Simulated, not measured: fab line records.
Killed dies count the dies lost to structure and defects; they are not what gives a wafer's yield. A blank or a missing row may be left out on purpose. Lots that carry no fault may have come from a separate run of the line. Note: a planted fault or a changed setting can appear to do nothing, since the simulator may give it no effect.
Split-lot experiment || flow n5 finfet || 7 lots, 39 wafers read, on a route of 1938 steps

== ABOUT THE SPLIT ==
At N5_BEOL_M13_SPUTTER_44 (material Ta, target thk 10 nm, time 16.13 s), the setting target thk a was moved away from the recipe's 100 angstrom on 12 of the 39 wafers read, by -47.5% to +53.8%. This setting was run at the recipe's value on the other wafers.

== FROM THE SPLIT TO THE READING: what the file shows between them, 3 steps ==
- N5_BEOL_M13_SPUTTER_45: material Cu, target thk 80 nm, time 13.33 s
- N5_BEOL_M13_ECD_47: material Cu, target thk 936 nm
- N5_BEOL_M13_ANNEAL_48: time 90 s

== THE READING ==
barrier field endpoint s, in s, at N5_BEOL_M13_CMP_49 (polishes, stops on SiOC, t overpolish 17.1 s, target thk 420 nm). A value of 30.6 s with a standard deviation of 1 s is what fault-free wafers of this fab line usually give.

{"wafer": "L074.2", "tool, chamber at the split": "pvd sputter-02, -", "target thk a as run, angstrom": 100, "against the recipe": "recipe", "barrier field endpoint s, s": 31.1, "against lot-mates on the recipe": "-"}
{"wafer": "L074.1", "tool, chamber at the split": "pvd sputter-02, -", "target thk a as run, angstrom": 100, "against the recipe": "recipe", "barrier field endpoint s, s": 29.8, "against lot-mates on the recipe": "-"}
{"wafer": "L074.4", "tool, chamber at the split": "pvd sputter-02, -", "target thk a as run, angstrom": 100, "against the recipe": "recipe", "barrier field endpoint s, s": 31.2, "against lot-mates on the recipe": "-"}
{"wafer": "L074.3", "tool, chamber at the split": "pvd sputter-02, -", "target thk a as run, angstrom": 100, "against the recipe": "recipe", "barrier field endpoint s, s": 31.7, "against lot-mates on the recipe": "-"}
{"wafer": "L074.5", "tool, chamber at the split": "pvd sputter-02, -", "target thk a as run, angstrom": 100, "against the recipe": "recipe", "barrier field endpoint s, s": 30.0, "against lot-mates on the recipe": "-"}
{"wafer": "L074.6", "tool, chamber at the split": "pvd sputter-02, -", "target thk a as run, angstrom": 100, "against the recipe": "recipe", "barrier field endpoint s, s": 29.9, "against lot-mates on the recipe": "-"}
{"wafer": "L077.2", "tool, chamber at the split": "pvd sputter-03, -", "target thk a as run, angstrom": 148.8, "against the recipe": "+48.8%", "barrier field endpoint s, s": 36.5, "against lot-mates on the recipe": "+5.7"}
{"wafer": "L077.3", "tool, chamber at the split": "pvd sputter-03, -", "target thk a as run, angstrom": 100, "against the recipe": "recipe", "barrier field endpoint s, s": 30.9, "against lot-mates on the recipe": "-"}
{"wafer": "L077.4", "tool, chamber at the split": "pvd sputter-03, -", "target thk a as run, angstrom": 148.8, "against the recipe": "+48.8%", "barrier field endpoint s, s": 37.2, "against lot-mates on the recipe": "+6.4"}
{"wafer": "L077.1", "tool, chamber at the split": "pvd sputter-03, -", "target thk a as run, angstrom": 100, "against the recipe": "recipe", "barrier field endpoint s, s": 31.2, "against lot-mates on the recipe": "-"}
{"wafer": "L077.6", "tool, chamber at the split": "pvd sputter-03, -", "target thk a as run, angstrom": 100, "against the recipe": "recipe", "barrier field endpoint s, s": 30.2, "against lot-mates on the recipe": "-"}
{"wafer": "L077.5", "tool, chamber at the split": "pvd sputter-03, -", "target thk a as run, angstrom": 148.8, "against the recipe": "+48.8%", "barrier field endpoint s, s": 36.9, "against lot-mates on the recipe": "+6.1"}
{"wafer": "L083.4", "tool, chamber at the split": "pvd sputter-01, -", "target thk a as run, angstrom": 100, "against the recipe": "recipe", "barrier field endpoint s, s": 30.2, "against lot-mates on the recipe": "-"}
{"wafer": "L083.2", "tool, chamber at the split": "pvd sputter-01, -", "target thk a as run, angstrom": 120.3, "against the recipe": "+20.3%", "barrier field endpoint s, s": 36.2, "against lot-mates on the recipe": "+4.0"}
{"wafer": "L083.1", "tool, chamber at the split": "pvd sputter-01, -", "target thk a as run, angstrom": 100, "against the recipe": "recipe", "barrier field endpoint s, s": 32.8, "against lot-mates on the recipe": "-"}
{"wafer": "L083.3", "tool, chamber at the split": "pvd sputter-01, -", "target thk a as run, angstrom": 120.3, "against the recipe": "+20.3%", "barrier field endpoint s, s": 34.6, "against lot-mates on the recipe": "+2.4"}
{"wafer": "L083.5", "tool, chamber at the split": "pvd sputter-01, -", "target thk a as run, angstrom": 120.3, "against the recipe": "+20.3%", "barrier field endpoint s, s": 33.2, "against lot-mates on the recipe": "+1.0"}
{"wafer": "L083.6", "tool, chamber at the split": "pvd sputter-01, -", "target thk a as run, angstrom": 100, "against the recipe": "recipe", "barrier field endpoint s, s": 33.6, "against lot-mates on the recipe": "-"}
{"wafer": "L091.4", "tool, chamber at the split": "pvd sputter-02, -", "target thk a as run, angstrom": 100, "against the recipe": "recipe", "barrier field endpoint s, s": 28.5, "against lot-mates on the recipe": "-"}
{"wafer": "L091.2", "tool, chamber at the split": "pvd sputter-02, -", "target thk a as run, angstrom": 100, "against the recipe": "recipe", "barrier field endpoint s, s": 28.8, "against lot-mates on the recipe": "-"}
{"wafer": "L091.3", "tool, chamber at the split": "pvd sputter-02, -", "target thk a as run, angstrom": 100, "against the recipe": "recipe", "barrier field endpoint s, s": 29.1, "against lot-mates on the recipe": "-"}
{"wafer": "L091.1", "tool, chamber at the split": "pvd sputter-02, -", "target thk a as run, angstrom": 100, "against the recipe": "recipe", "barrier field endpoint s, s": 29.3, "against lot-mates on the recipe": "-"}
{"wafer": "L091.6", "tool, chamber at the split": "pvd sputter-02, -", "target thk a as run, angstrom": 100, "against the recipe": "recipe", "barrier field endpoint s, s": 28.7, "against lot-mates on the recipe": "-"}
{"wafer": "L091.5", "tool, chamber at the split": "pvd sputter-02, -", "target thk a as run, angstrom": 100, "against the recipe": "recipe", "barrier field endpoint s, s": 29.9, "against lot-mates on the recipe": "-"}
{"wafer": "L093.4", "tool, chamber at the split": "pvd sputter-03, -", "target thk a as run, angstrom": 100, "against the recipe": "recipe", "barrier field endpoint s, s": 30.6, "against lot-mates on the recipe": "-"}
{"wafer": "L093.3", "tool, chamber at the split": "pvd sputter-03, -", "target thk a as run, angstrom": 100, "against the recipe": "recipe", "barrier field endpoint s, s": 31.0, "against lot-mates on the recipe": "-"}
{"wafer": "L093.5", "tool, chamber at the split": "pvd sputter-03, -", "target thk a as run, angstrom": 100, "against the recipe": "recipe", "barrier field endpoint s, s": 30.3, "against lot-mates on the recipe": "-"}
{"wafer": "L094.1", "tool, chamber at the split": "pvd sputter-02, -", "target thk a as run, angstrom": 100, "against the recipe": "recipe", "barrier field endpoint s, s": 31.2, "against lot-mates on the recipe": "-"}
{"wafer": "L094.4", "tool, chamber at the split": "pvd sputter-02, -", "target thk a as run, angstrom": 52.5, "against the recipe": "-47.5%", "barrier field endpoint s, s": 25.4, "against lot-mates on the recipe": -5.5}
{"wafer": "L094.2", "tool, chamber at the split": "pvd sputter-02, -", "target thk a as run, angstrom": 52.5, "against the recipe": "-47.5%", "barrier field endpoint s, s": 24.3, "against lot-mates on the recipe": -6.6}
{"wafer": "L094.3", "tool, chamber at the split": "pvd sputter-02, -", "target thk a as run, angstrom": 100, "against the recipe": "recipe", "barrier field endpoint s, s": 31.2, "against lot-mates on the recipe": "-"}
{"wafer": "L094.5", "tool, chamber at the split": "pvd sputter-02, -", "target thk a as run, angstrom": 52.5, "against the recipe": "-47.5%", "barrier field endpoint s, s": 24.8, "against lot-mates on the recipe": -6.1}
{"wafer": "L094.6", "tool, chamber at the split": "pvd sputter-02, -", "target thk a as run, angstrom": 100, "against the recipe": "recipe", "barrier field endpoint s, s": 30.4, "against lot-mates on the recipe": "-"}
{"wafer": "L096.3", "tool, chamber at the split": "pvd sputter-02, -", "target thk a as run, angstrom": 153.8, "against the recipe": "+53.8%", "barrier field endpoint s, s": 38.7, "against lot-mates on the recipe": "+8.0"}
{"wafer": "L096.4", "tool, chamber at the split": "pvd sputter-02, -", "target thk a as run, angstrom": 100, "against the recipe": "recipe", "barrier field endpoint s, s": 31.8, "against lot-mates on the recipe": "-"}
{"wafer": "L096.1", "tool, chamber at the split": "pvd sputter-02, -", "target thk a as run, angstrom": 100, "against the recipe": "recipe", "barrier field endpoint s, s": 30.4, "against lot-mates on the recipe": "-"}
{"wafer": "L096.2", "tool, chamber at the split": "pvd sputter-02, -", "target thk a as run, angstrom": 100, "against the recipe": "recipe", "barrier field endpoint s, s": 29.8, "against lot-mates on the recipe": "-"}
{"wafer": "L096.5", "tool, chamber at the split": "pvd sputter-02, -", "target thk a as run, angstrom": 153.8, "against the recipe": "+53.8%", "barrier field endpoint s, s": 39.8, "against lot-mates on the recipe": "+9.1"}
{"wafer": "L096.6", "tool, chamber at the split": "pvd sputter-02, -", "target thk a as run, angstrom": 153.8, "against the recipe": "+53.8%", "barrier field endpoint s, s": 37.7, "against lot-mates on the recipe": "+7.0"}

THE FIT
A straight line over all 39 wafers: barrier field endpoint s changes by +0.137 s for each +1% of target thk a; r = +0.94; the points scatter about the line by 1.2 s.
The same after taking each lot's own level away (the mean of its wafers on the recipe; 39 wafers): +0.135 s for each +1%; r = +0.97; scatter 0.82 s.
That fit puts the effect of the largest move of target thk a on the reading at 7.2 s.
The span of the lots' own levels, 29.05 to 32.20 s, comes to 3.1 times the standard deviation stated above.
Consequently the slope shifts little with the lot-to-lot level, the two slopes agreeing.
Check: with one of the wafers moved furthest among these (+53.8%) left out of the fit, the line predicts +7.16 s for it against its lot-mates. It came out at +8.03 s against them.

== OTHER SPLITS ON THESE WAFERS ==
These wafers also went through other splits before the reading. Each is held against what the fit with the lots' levels taken away leaves over:
{"other split on the same wafers": "N5_SD_EPI_N_DEVELOP_08 develop time s", "wafers away from the commonest value": 6, "r with barrier field endpoint s (lot level and that fit taken away)": "+0.16"}
{"other split on the same wafers": "N5_MOL_CONTACT_COAG_ALD_27 ald cycles", "wafers away from the commonest value": 12, "r with barrier field endpoint s (lot level and that fit taken away)": -0.06}
{"other split on the same wafers": "N5_BEOL_M7_SPUTTER_48 target thk a", "wafers away from the commonest value": 9, "r with barrier field endpoint s (lot level and that fit taken away)": "+0.15"}
{"other split on the same wafers": "N5_BEOL_M9_DESCUM_16 time s", "wafers away from the commonest value": 15, "r with barrier field endpoint s (lot level and that fit taken away)": "+0.00"}
{"other split on the same wafers": "N5_BEOL_M12_ETCH_59 target depth a", "wafers away from the commonest value": 15, "r with barrier field endpoint s (lot level and that fit taken away)": -0.04}

== THE WHOLE CHAIN: every reading that the file lists as answering this split, in the file's order ==
{"step": "N5_BEOL_M13_SPUTTER_44", "what it does": "material Ta, target thk 10 nm, time 16.13 s", "reading": "Ta_of_BEOL_M13_SPUTTER_44.thk nm (the simulator's own value, which no gauge read)", "change (the file's fit)": "+0.103 nm for each +1% of the setting", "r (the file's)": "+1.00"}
{"step": "N5_BEOL_M13_CMP_49", "what it does": "polishes, stops on SiOC, t overpolish 17.1 s, target thk 420 nm", "reading": "barrier field endpoint s", "change (the file's fit)": "+0.135 s for each +1% of the setting", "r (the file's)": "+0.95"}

== THE FILE'S OWN FIT ==
barrier field endpoint s changes by +0.135 s for each +1% of target thk a, r = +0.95.
